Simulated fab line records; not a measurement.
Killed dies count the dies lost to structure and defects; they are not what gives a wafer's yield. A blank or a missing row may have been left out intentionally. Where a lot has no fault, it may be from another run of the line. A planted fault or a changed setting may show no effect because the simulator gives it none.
A struck lot beside a sound one :: flow n5Finfet :: 37 steps out of a route of 1938
Sound: these wafers, L536.1, L536.3, L536.4. Struck: wafers L544.1, L544.3, L544.6. The cause is given at the end.
Each step with rows lists, per side, the tool, then ch with its chambers, then its first start. Under that, the readings that differ: sound wafers :: struck wafers :: difference of the means :: sigmas: that difference in standard deviations of wafers without a fault.
alike: readings whose means differ by less than 2 such deviations, and words and numbers that are the same on both sides. not compared: withheld readings, readings that some wafer has no value for, bounds like >300 that may hide the same value, and numbers for which the record gives no deviation and whose values overlap.
The two part at a step that has a row with sigmas, a row that says differs or no value, or rows on one side only. Numbers that have no deviation but don't overlap get no sigmas and don't part them. A reading missing from all wafers of one side parts the sides only when that side holds two or more wafers.

first, 9 steps without rows for these wafers: N5_BEOL_M4_ANNEAL_95 (time 240 s); N5_BEOL_M4_SPUTTER_96 (material Cu, target thk 4.5 nm, time 8.29 s); N5_BEOL_M4_ECD_50 (material Cu, target thk 300 nm); N5_BEOL_M4_ANNEAL_51 (time 90 s); N5_BEOL_M4_CMP_52 (polishes, stops on SiOC, t overpolish 6.8 s, target thk 40 nm); N5_BEOL_M4_PRE_CLEAN_60 (time 15 s); N5_BEOL_M4_CO_CAP_55 (material Co, precursor CCTBA/H2, target thk 2 nm, time 102.1 s); N5_BEOL_M4_PRE_CLEAN_56 (time 15 s); N5_BEOL_M4_DEP_57 (deposits SiCN from 3MS/NH3, target thk 8 nm, time 14 s).
N5_BEOL_M4_RC_MEAS_101:
  sound on prober-01 ch 0, day 9 23:56; struck on prober-02 ch 0, day 12 00:14
reading: ION_N (uA/um)
sound: 705 697 697
struck: 679 665 658
difference: -32
sigmas: -2

reading: VT_N (mV)
sound: 244 242 243
struck: 248 250 253
difference: +7
sigmas: +2
  alike: DIBL_N, DIBL_P, IOFF_N, IOFF_P, ION_P, SS_N, SS_P, VT_P
then, 24 steps without rows for these wafers: N5_BEOL_M5_ILD_DEP_00 (deposits SiCOH lowk from DEMS/porogen, target thk 140.64 nm, time 25.9 s); N5_BEOL_M5_CURE_79 (cures SiCOH lowk, time 240 s); N5_BEOL_M5_PECVD_70 (deposits SiO2 from TEOS/O2, target thk 16 nm, time 18 s); N5_BEOL_M5_HM_DEP_02 (deposits TiN, target thk 20 nm); N5_BEOL_M5_COAT_59 (time 60 s, resist thk 60 nm); N5_BEOL_M5_COAT_60 (time 60 s, resist thk 12 nm); N5_BEOL_M5_COAT_71 (time 60 s, resist thk 5 nm); N5_BEOL_M5_COAT_05 (resist thk 30 nm); N5_BEOL_M5_EBR_07; N5_BEOL_M5_SOFTBAKE_06 (time 60 s); N5_BEOL_M5_EXPOSE_08 (exposes mask M5, target cd 28 nm); N5_BEOL_M5_PEB_09 (peb time 60 s); N5_BEOL_M5_DEVELOP_10 (develop time 30 s); N5_BEOL_M5_DESCUM_16 (chemistry O2, time 7 s); N5_BEOL_M5_ETCH_72 (etches underlayer in N2/H2, target depth 6.5 nm, time 5.2 s); N5_BEOL_M5_ETCH_61 (etches SiARC in CF4, target depth 15.6 nm, time 26 s); N5_BEOL_M5_ETCH_62 (etches SOC in N2/H2, target depth 75 nm, overetch 15 nm, time 112.5 s); N5_BEOL_M5_STRIP_63 (strips in N2/H2); N5_BEOL_M5_STRIP_73 (strips in N2/H2); N5_BEOL_M5_STRIP_64 (strips in CF4); N5_BEOL_M5_HM_OPEN_17 (chemistry Cl2/BCl3, target TiN, target depth 20 nm, overetch 6 nm); N5_BEOL_M5_STRIP_19 (strips in O2); N5_BEOL_M5_COAT_65 (time 60 s, resist thk 60 nm); N5_BEOL_M5_COAT_66 (time 60 s, resist thk 12 nm).
N5_BEOL_M8_ILD_DEP_00: deposits SiCOH lowk from DEMS/porogen, target thk 179.75 nm, time 33.4 s.
  sound on pecvd-02 ch 0,1, day 11 05:12; struck on pecvd-04 ch 0,1, day 13 12:16
  no value came back on the struck wafers for any of 5 readings (chamberPressureTorr (Torr), heaterPowerOuterW (W) and others); on the sound wafers chamberPressureTorr (Torr) reads 5.003 5.010 5.015
N5_BEOL_M8_OCD_MEAS_38:
  sound on ocd-02 at day 11 09:40; struck on ocd-02 at day 13 17:51
reading: trenchDepthNm (nm)
sound: 93.0 93.5 93.4
struck: - - -
difference: no value on the struck wafers
sigmas: 
-- the record jumps here: 3 days lie between the struck wafers' starts before and after (it left off in module BEOL_M8 and takes up again in module PASSIVATION, whose first step shown is number 1936 of the route) --
N5_PASSIVATION_PROBE_49:
  the record has rows for the struck wafers here (prober-01, day 16 09:16) and none for the sound ones

WHERE THEY PART
At N5_BEOL_M4_RC_MEAS_101 first; at N5_PASSIVATION_PROBE_49 last (within this record only).

WHY: what had been put in by the simulator
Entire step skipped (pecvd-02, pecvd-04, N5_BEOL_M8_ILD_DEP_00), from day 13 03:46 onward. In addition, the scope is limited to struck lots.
